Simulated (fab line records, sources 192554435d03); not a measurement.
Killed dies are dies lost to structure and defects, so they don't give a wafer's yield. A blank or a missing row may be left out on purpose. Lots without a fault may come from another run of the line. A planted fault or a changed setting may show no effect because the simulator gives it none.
fab line records | flow n5_finfet | part 1 of 2: steps 1 to 3 of 6
record lots=24 wafers=72 last_day=20
route steps=1938 shown BEOL_M4@1038
lots that met no fault: from a run of the same line without faults
start_h: hours from the record's first day to the start of the lot's first wafer shown | wait_h: hours since the lot's step before | " the same as in the row above | L1.1+2: a row that stands for several wafers | - no value, or no start given | * or withheld: withheld | < > ~ a bound
route shown NAME@n: a module of which the file shows steps, and the number in the route of the first | usual: mean/standard deviation of fault-free wafers | same: alike in all rows | chamber/n: place in a boat | sites: the reading at each site | _std_site: their standard deviation | _edge_site: outer sites' mean less inner sites' | radius_mm: how far each site lies from the wafer's centre | mask NAME#n: copy n | behind: the tool/chamber that last shaped the wafer | hold: why the lot was held/for how many hours/how that ended | device: the transistor (n, p or np) that didn't switch | end of line: the same wafers' tests at the end of the route | a step without rows: its recipe alone | killed: dies lost to structure and defects at the first sort, not the wafer's yield | map: a wafer's dies, x killed, . not, _ none there
set.NAME: the setting as run; set.NAME@STEP: as run at that earlier step | model.NAME: the simulator's own value behind a step, which no gauge read
steps of the route over a sample of lots; a table a step, a row a wafer
services: from which hour (start_h, from the record's first day; less than 0 if before it) a tool's chamber was out of use, for how many hours, and why
## steps
# step N5_BEOL_M4_ETCH_74
# recipe chemistry=N2/H2 target=underlayer target_depth_a=65 mask_material=CAR-EUV time_s=5.2 ion_energy_ev=200 pressure_mtorr=30 source_w=840 bias_w=150 n2_flow_sccm=200 h2_flow_sccm=200 ends=cleared
# usual drypump_motor_current_A=5.8/0.52 etch_rf_on_time_s=5.18/0.13 n2_flow_sccm=199.9/0.57 oes_product_au=0.66/0.093 rf_vpp_V=524.7/2.8 showerhead_plenum_p_Torr=2.57/0.093 throttle_valve_pct=17.8/0.35
# columns lot.wafer tool chamber start_h wait_h drypump_motor_current_A etch_rf_on_time_s n2_flow_sccm oes_product_au rf_hours_counter_h rf_vpp_V showerhead_plenum_p_Torr throttle_valve_pct
L076.3 rie_diel-02 2 196.82 0.0 5.2 5.21 200.0 0.58 246 523.7 2.48 17.9
L076.4 " 1 " " 5.5 5.40 199.5 0.60 216 522.1 2.53 18.3
L076.5 " 0 " " 6.1 5.06 200.2 0.80 - 527.9 2.71 17.2
L078.1 rie_diel-02 2 197.93 0.0 5.2 5.13 200.0 0.59 246 523.4 2.48 17.8
L078.3 " 0 " " 6.1 4.98 200.1 0.80 20 529.1 2.71 17.2
L078.5 " 0 " " 6.1 4.99 199.2 0.80 - 528.1 2.71 17.2
L074.2 rie_diel-03 1 199.63 0.0 6.0 4.93 199.3 0.67 165 527.4 2.65 18.4
L074.3 " 2 " " 5.6 5.38 200.0 0.61 183 521.1 2.42 17.9
L074.4 " 0 " " 4.9 4.97 199.5 0.82 5 522.3 2.50 17.4
L077.3 rie_diel-02 1 203.17 0.0 5.5 5.37 199.8 0.61 218 523.3 2.53 18.3
L077.4 " 0 " " 6.1 5.07 199.9 0.79 22 527.9 2.71 17.2
L077.5 " 2 " " 5.2 5.20 200.5 0.58 - 523.5 2.48 17.9
L075.1 rie_diel-02 1 209.20 0.0 5.4 5.33 199.1 0.60 221 524.8 2.52 18.4
L075.4 " 0 " " 6.1 5.09 200.6 0.80 24 528.1 2.71 17.2
L075.5 " 0 " " 6.1 5.04 199.8 0.81 - 527.0 2.71 17.2
L080.2 rie_diel-06 0 212.29 0.0 5.9 5.22 200.8 0.61 199 524.2 2.63 18.0
L080.4 " 3 " " 6.8 5.29 200.3 0.59 232 525.2 2.62 17.9
L080.6 " 1 " " 5.2 5.19 199.6 0.59 - 525.3 2.62 17.8
L079.3 rie_diel-06 1 213.96 0.0 5.2 5.08 201.1 0.59 208 527.3 2.62 17.8
L079.4 " 0 " " 5.9 5.26 199.4 0.62 199 526.7 2.63 18.1
L079.6 " 1 " " 5.3 5.09 200.0 0.60 - 527.4 2.62 17.8
L081.2 rie_diel-06 1 224.63 0.0 5.2 5.20 199.2 0.59 211 525.8 2.62 17.8
L081.3 " 0 " " 5.9 5.23 200.2 0.62 203 524.6 2.63 18.1
L081.5 " 2 " " 6.2 5.39 200.5 0.57 - 525.1 2.62 18.1
L082.1 rie_diel-02 0 225.07 0.0 6.1 4.98 200.3 0.79 30 528.2 2.70 17.2
L082.4 " 0 " " 6.1 5.03 201.2 0.78 - 525.1 2.70 17.2
L082.6 " 3 " " 6.4 5.14 200.5 0.61 - 519.6 2.43 17.7
L083.1 rie_diel-06 2 226.82 0.0 6.2 5.32 199.3 0.57 233 527.4 2.62 18.1
L083.2 " 1 " " 5.2 5.13 200.5 0.59 212 526.7 2.62 17.8
L083.6 " 3 " " 6.8 5.26 199.7 0.59 - 525.5 2.61 17.9
L086.2 rie_diel-03 1 262.58 0.0 6.0 4.95 200.1 0.65 192 528.5 2.63 18.5
L086.3 " 2 " " 5.6 5.38 199.0 0.60 206 519.4 2.41 17.9
L086.4 " 1 " " 5.9 4.99 199.6 0.65 - 526.4 2.64 18.5
L084.2 rie_diel-03 3 274.13 0.0 6.2 5.14 199.3 0.87 1 527.4 2.71 17.4
L084.4 " 2 " " 5.6 5.33 199.8 0.59 211 522.0 2.41 17.9
L084.5 " 0 " " 4.9 4.95 198.8 0.76 - 523.0 2.49 17.5
L085.1 rie_diel-06 0 275.60 0.0 5.9 5.21 200.3 0.61 220 525.9 2.62 18.1
L085.3 " 1 " " 5.2 5.15 199.3 0.59 228 523.8 2.61 17.8
L085.6 " 2 " " 6.1 5.33 199.9 0.57 - 523.8 2.61 18.1
L087.3 rie_diel-02 3 279.40 0.0 6.3 5.25 199.7 0.59 219 520.6 2.42 17.7
L087.4 " 2 " " 5.2 5.01 200.0 0.80 - 524.4 2.47 17.5
L087.5 " 3 " " 6.4 5.26 199.9 0.59 - 521.9 2.42 17.7
L088.3 rie_diel-03 2 282.26 0.0 5.6 5.38 200.7 0.58 215 523.2 2.41 17.9
L088.5 " 3 " " 6.2 5.18 200.7 0.84 - 526.3 2.71 17.4
L088.6 " 2 " " 5.7 5.33 200.3 0.59 - 520.9 2.41 17.9
L089.1 rie_diel-06 1 283.55 0.0 5.2 5.17 199.4 0.58 231 528.2 2.61 17.8
L089.3 " 2 " " 6.2 5.30 199.5 0.57 253 526.4 2.61 18.1
L089.4 " 0 " " 5.9 5.28 199.4 0.60 - 525.4 2.62 18.1
L091.3 rie_diel-06 1 284.75 0.0 5.2 5.15 200.6 0.57 232 526.3 2.61 17.8
L091.4 " 1 " " 5.2 5.17 200.2 0.58 - 528.0 2.61 17.9
L091.5 " 0 " " 5.9 5.27 199.9 0.60 - 527.9 2.62 18.1
L090.1 rie_diel-06 1 291.43 0.0 5.2 5.11 199.8 0.59 234 527.7 2.61 17.8
L090.2 " 0 " " 5.9 5.19 200.0 0.61 226 525.3 2.62 18.1
L090.6 " 1 " " 5.2 5.10 200.0 0.58 - 526.7 2.61 17.8
L093.3 rie_diel-06 0 293.40 0.0 5.9 5.18 199.5 0.60 227 524.5 2.62 18.1
L093.5 " 1 " " 5.2 5.15 199.5 0.58 - 528.7 2.61 17.8
L093.6 " 3 " " 6.8 5.31 200.9 0.81 - 523.3 2.61 17.5
L092.1 rie_diel-02 0 296.80 0.0 6.1 5.10 199.3 0.74 58 529.8 2.69 17.3
L092.3 " 2 " " 5.2 4.98 199.3 0.79 21 522.7 2.47 17.5
L092.6 " 2 " " 5.2 5.00 199.9 0.79 - 523.1 2.47 17.5
L094.2 rie_diel-06 1 297.94 0.0 5.2 5.10 199.6 0.57 238 525.4 2.60 17.9
L094.3 " 0 " " 5.9 5.23 199.8 0.61 230 524.2 2.61 18.1
L094.6 " 1 " " 5.2 5.12 199.9 0.58 - 525.6 2.60 17.8
L095.1 rie_diel-02 1 312.23 0.0 5.5 5.21 199.6 0.81 7 521.0 2.51 18.0
L095.2 " 2 " " 5.2 5.03 200.0 0.77 26 521.4 2.47 17.5
L095.3 " 3 " " 6.4 5.29 200.1 0.58 231 519.0 2.41 17.7
L096.1 rie_diel-03 3 316.64 0.0 6.1 5.13 199.5 0.80 17 528.0 2.71 17.4
L096.2 " 2 " " 5.6 5.31 200.5 0.59 227 519.5 2.40 17.9
L096.4 " 1 " " 5.9 5.00 199.5 0.63 213 524.8 2.63 18.5
L097.3 rie_diel-03 1 346.04 0.0 6.0 4.97 199.8 0.63 220 523.9 2.62 18.6
L097.5 " 0 " " 4.9 4.93 199.9 0.73 - 525.2 2.48 17.5
L097.6 " 3 " " 6.1 5.17 199.3 0.79 - 527.0 2.70 17.4
# step N5_BEOL_M4_STRIP_66
# recipe chemistry=CF4 resist=SiARC power_w=300 bias_power_w=75 pressure_mtorr=50 cf4_flow_sccm=150 rf_frequency_hz=6e+07
# usual drypump_motor_current_A=5.8/0.52 oes_product_au=0.76/0.1 rf_vpp_V=271.5/1.6 showerhead_plenum_p_Torr=1.82/0.057 throttle_valve_pct=13.6/0.33
# columns lot.wafer tool chamber start_h wait_h drypump_motor_current_A oes_product_au rf_hours_counter_h rf_vpp_V showerhead_plenum_p_Torr throttle_valve_pct
L076.3 rie_diel-02 2 196.99 0.0 5.2 0.68 246 269.5 1.78 13.8
L076.4 " 1 " " 5.5 0.72 216 271.2 1.77 14.0
L076.5 " 0 " " 6.1 0.90 - 273.6 1.89 12.9
L078.1 rie_diel-02 2 198.10 0.0 5.2 0.67 246 269.7 1.78 13.8
L078.3 " 0 " " 6.1 0.90 20 274.1 1.89 12.9
L078.5 " 0 " " 6.1 0.91 - 273.4 1.89 12.9
L074.2 rie_diel-03 1 199.81 0.0 5.9 0.76 165 272.7 1.85 14.0
L074.3 " 2 " " 5.6 0.71 183 269.0 1.73 13.7
L074.4 " 0 " " 4.8 0.93 5 271.4 1.78 13.2
L077.3 rie_diel-02 1 203.35 0.0 5.5 0.71 219 270.5 1.77 14.0
L077.4 " 0 " " 6.1 0.91 22 274.5 1.89 12.9
L077.5 " 2 " " 5.2 0.67 - 270.5 1.78 13.8
L075.1 rie_diel-02 1 209.38 0.0 5.5 0.71 221 270.2 1.77 14.0
L075.4 " 0 " " 6.1 0.89 24 273.5 1.89 12.9
L075.5 " 0 " " 6.1 0.91 - 273.8 1.89 12.9
L080.2 rie_diel-06 0 212.46 0.0 5.9 0.72 199 271.8 1.86 13.8
L080.4 " 3 " " 6.8 0.70 232 271.3 1.86 13.7
L080.6 " 1 " " 5.2 0.68 - 274.2 1.85 13.7
L079.3 rie_diel-06 1 214.14 0.0 5.2 0.68 208 272.0 1.85 13.7
L079.4 " 0 " " 5.9 0.73 199 272.0 1.86 13.8
L079.6 " 1 " " 5.2 0.68 - 272.9 1.85 13.7
L081.2 rie_diel-06 1 224.81 0.0 5.2 0.68 211 271.7 1.85 13.7
L081.3 " 0 " " 5.9 0.72 203 271.9 1.86 13.8
L081.5 " 2 " " 6.1 0.67 - 272.8 1.83 13.7
L082.1 rie_diel-02 0 225.24 0.0 6.1 0.88 31 274.3 1.89 12.9
L082.4 " 0 " " 6.1 0.89 - 273.5 1.89 12.9
L082.6 " 3 " " 6.3 0.70 - 268.3 1.72 13.5
L083.1 rie_diel-06 2 227.00 0.0 6.2 0.68 233 272.0 1.83 13.7
L083.2 " 1 " " 5.2 0.68 212 272.3 1.85 13.7
L083.6 " 3 " " 6.8 0.69 - 271.5 1.86 13.7
L086.2 rie_diel-03 1 262.76 0.0 5.9 0.73 192 273.2 1.85 14.1
L086.3 " 2 " " 5.6 0.70 206 269.9 1.73 13.7
L086.4 " 1 " " 5.9 0.73 - 273.4 1.85 14.1
L084.2 rie_diel-03 3 274.30 0.0 6.1 0.99 1 273.9 1.90 13.1
L084.4 " 2 " " 5.6 0.70 211 268.4 1.73 13.8
L084.5 " 0 " " 4.9 0.86 - 270.0 1.77 13.3
L085.1 rie_diel-06 0 275.77 0.0 5.9 0.70 220 272.2 1.85 13.9
L085.3 " 1 " " 5.2 0.68 228 272.0 1.84 13.8
L085.6 " 2 " " 6.1 0.66 - 271.4 1.83 13.7
L087.3 rie_diel-02 3 279.58 0.0 6.4 0.69 219 268.3 1.71 13.5
L087.4 " 2 " " 5.2 0.91 - 271.7 1.78 13.3
L087.5 " 3 " " 6.3 0.69 - 268.5 1.71 13.5
L088.3 rie_diel-03 2 282.44 0.0 5.6 0.70 215 269.0 1.72 13.8
L088.5 " 3 " " 6.1 0.97 - 271.8 1.90 13.1
L088.6 " 2 " " 5.6 0.69 - 269.8 1.72 13.8
L089.1 rie_diel-06 1 283.73 0.0 5.2 0.67 232 272.8 1.84 13.8
L089.3 " 2 " " 6.1 0.66 253 272.5 1.83 13.7
L089.4 " 0 " " 5.9 0.70 - 272.5 1.85 13.9
L091.3 rie_diel-06 1 284.93 0.0 5.2 0.66 232 271.6 1.84 13.8
L091.4 " 1 " " 5.2 0.67 - 272.3 1.84 13.8
L091.5 " 0 " " 5.9 0.71 - 273.1 1.85 13.9
L090.1 rie_diel-06 1 291.61 0.0 5.2 0.67 234 273.2 1.84 13.7
L090.2 " 0 " " 5.9 0.70 227 270.8 1.85 13.9
L090.6 " 1 " " 5.2 0.66 - 274.0 1.84 13.8
L093.3 rie_diel-06 0 293.58 0.0 5.9 0.70 228 273.0 1.85 13.9
L093.5 " 1 " " 5.2 0.66 - 272.2 1.84 13.8
L093.6 " 3 " " 6.8 0.95 - 271.0 1.85 13.2
L092.1 rie_diel-02 0 296.98 0.0 6.1 0.85 58 273.5 1.88 13.0
L092.3 " 2 " " 5.2 0.89 21 271.6 1.78 13.3
L092.6 " 2 " " 5.2 0.89 - 270.2 1.78 13.3
L094.2 rie_diel-06 1 298.12 0.0 5.2 0.66 238 272.6 1.84 13.8
L094.3 " 0 " " 5.9 0.70 230 271.8 1.85 13.9
L094.6 " 1 " " 5.2 0.67 - 273.1 1.84 13.8
L095.1 rie_diel-02 1 312.41 0.0 5.4 0.93 7 270.7 1.76 13.5
L095.2 " 2 " " 5.2 0.88 26 270.9 1.77 13.3
L095.3 " 3 " " 6.3 0.68 231 268.4 1.71 13.5
L096.1 rie_diel-03 3 316.82 0.0 6.1 0.93 17 274.8 1.89 13.1
L096.2 " 2 " " 5.6 0.69 227 268.3 1.72 13.8
L096.4 " 1 " " 6.0 0.72 213 274.2 1.84 14.1
L097.3 rie_diel-03 1 346.21 0.0 5.9 0.73 221 272.1 1.84 14.1
L097.5 " 0 " " 4.9 0.82 - 269.7 1.77 13.3
L097.6 " 3 " " 6.1 0.90 - 271.9 1.89 13.1
# step N5_BEOL_M4_OVL_MEAS_29
# recipe points_per_wafer=522
# usual V3_OVL=0.0/0.59
# columns lot.wafer tool chamber start_h wait_h V3_OVL[nm]
L076.3 overlay-01 0 197.70 0.0 -0.4
L076.4 " 0 " " -0.3
L076.5 " 0 " " -0.5
L078.1 overlay-01 0 198.67 0.0 -0.4
L078.3 " 0 " " 0.3
L078.5 " 0 " " -0.1
L074.2 overlay-01 0 200.53 0.0 1.2
L074.3 " 0 " " 0.0
L074.4 " 0 " " 0.9
L077.3 overlay-01 0 203.93 0.0 -0.1
L077.4 " 0 " " -0.1
L077.5 " 0 " " 0.3
L075.1 overlay-01 0 210.09 0.0 -1.6
L075.4 " 0 " " 0.0
L075.5 " 0 " " -0.1
L080.2 overlay-01 0 213.12 0.0 0.4
L080.4 " 0 " " 0.3
L080.6 " 0 " " 0.5
L079.3 overlay-02 0 214.73 0.0 0.3
L079.4 " 0 " " -0.3
L079.6 " 0 " " -0.3
L081.2 overlay-01 0 225.57 0.0 0.5
L081.3 " 0 " " 0.0
L081.5 " 0 " " -0.5
L082.1 overlay-01 0 225.94 0.0 0.4
L082.4 " 0 " " 0.3
L082.6 " 0 " " 0.8
L083.1 overlay-02 0 227.63 0.0 -0.6
L083.2 " 0 " " 0.5
L083.6 " 0 " " -0.2
L086.2 overlay-02 0 263.48 0.0 0.5
L086.3 " 0 " " 0.7
L086.4 " 0 " " 0.2
L084.2 overlay-02 0 275.23 0.0 -0.8
L084.4 " 0 " " -0.2
L084.5 " 0 " " -0.5
L085.1 overlay-01 0 276.34 0.0 -0.2
L085.3 " 0 " " 0.0
L085.6 " 0 " " 0.4
L087.3 overlay-01 0 280.32 0.0 -0.1
L087.4 " 0 " " 1.5
L087.5 " 0 " " 0.3
L088.3 overlay-01 0 283.02 0.0 0.3
L088.5 " 0 " " 0.3
L088.6 " 0 " " 0.8
L089.1 overlay-02 0 284.43 0.0 0.2
L089.3 " 0 " " -0.2
L089.4 " 0 " " 0.3
L091.3 overlay-01 0 285.64 0.0 0.0
L091.4 " 0 " " 0.5
L091.5 " 0 " " 0.0
L090.1 overlay-01 0 292.31 0.0 -0.3
L090.2 " 0 " " 0.1
L090.6 " 0 " " 0.5
L093.3 overlay-02 0 294.16 0.0 0.3
L093.5 " 0 " " 0.6
L093.6 " 0 " " 0.4
L092.1 overlay-02 0 297.55 0.0 -0.3
L092.3 " 0 " " -0.1
L092.6 " 0 " " -0.6
L094.2 overlay-01 0 299.01 0.0 0.0
L094.3 " 0 " " -0.8
L094.6 " 0 " " -0.3
L095.1 overlay-01 0 313.27 0.0 -0.3
L095.2 " 0 " " -0.8
L095.3 " 0 " " -0.9
L096.1 overlay-02 0 317.48 0.0 -0.7
L096.2 " 0 " " 0.5
L096.4 " 0 " " 0.2
L097.3 overlay-02 0 346.83 0.0 0.2
L097.5 " 0 " " -0.4
L097.6 " 0 " " -1.3
